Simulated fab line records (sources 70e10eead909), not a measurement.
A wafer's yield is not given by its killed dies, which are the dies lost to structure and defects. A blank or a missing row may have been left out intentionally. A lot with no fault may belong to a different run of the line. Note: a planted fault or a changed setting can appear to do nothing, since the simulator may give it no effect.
Chamber matching :: flow nand harc :: NHARC_P_M0_PRE_CLEAN_31 on pecvd-01: 3 sister chambers
The step time 12 s. 3 wafers are shown with their chamber, then 12 later ones without.

## EACH WAFER AND ITS CHAMBER
wafer: L085.4
chamber: 0
heater power w (W): 708

wafer: L088.5
chamber: 2
heater power w (W): 672

wafer: L088.6
chamber: 1
heater power w (W): 502

## WAFERS WHOSE CHAMBER IS MISSING
wafer: L089.1
heater power w (W): 577

wafer: L089.4
heater power w (W): 637

wafer: L089.5
heater power w (W): 557

wafer: L091.1
heater power w (W): 580

wafer: L091.2
heater power w (W): 781

wafer: L091.3
heater power w (W): 652

wafer: L090.3
heater power w (W): 740

wafer: L090.4
heater power w (W): 687

wafer: L090.6
heater power w (W): 718

wafer: L093.2
heater power w (W): 683

wafer: L093.3
heater power w (W): 706

wafer: L093.5
heater power w (W): 519

## WHICH CHAMBER EACH WENT THROUGH
wafer: L089.1
from the rows above: can't be placed: 1 or 2 or 0
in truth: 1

wafer: L089.4
from the rows above: can't be placed: 2 or 0
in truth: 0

wafer: L089.5
from the rows above: can't be placed: 1 or 2
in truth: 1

wafer: L091.1
from the rows above: can't be placed: 1 or 2 or 0
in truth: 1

wafer: L091.2
from the rows above: can't be placed: 0 or 2
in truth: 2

wafer: L091.3
from the rows above: can't be placed: 2 or 0
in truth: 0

wafer: L090.3
from the rows above: can't be placed: 0 or 2
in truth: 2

wafer: L090.4
from the rows above: can't be placed: 2 or 0
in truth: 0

wafer: L090.6
from the rows above: can't be placed: 0 or 2
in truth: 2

wafer: L093.2
from the rows above: can't be placed: 2 or 0
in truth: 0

wafer: L093.3
from the rows above: can't be placed: 0 or 2
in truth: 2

wafer: L093.5
from the rows above: 1
in truth: 1
Placed correctly: 1 of 12. From these rows, 11 cannot be placed; in 11 the true chamber is one of the candidates. Placed wrongly: 0.
How it was worked out, from the rows above alone: a wafer's distance from a chamber is the root of the sum, over the readings, of the square of ((its reading less the chamber's mean) divided by the reading's scatter). The wafer belongs to the nearest chamber; if the next one is less than 2 further off, it can't be placed. A chamber's mean is the mean of its shown wafers. The scatter (one wafer shown for each chamber): square how far every hidden wafer sits from the nearest shown wafer, average those squares and take the square root.
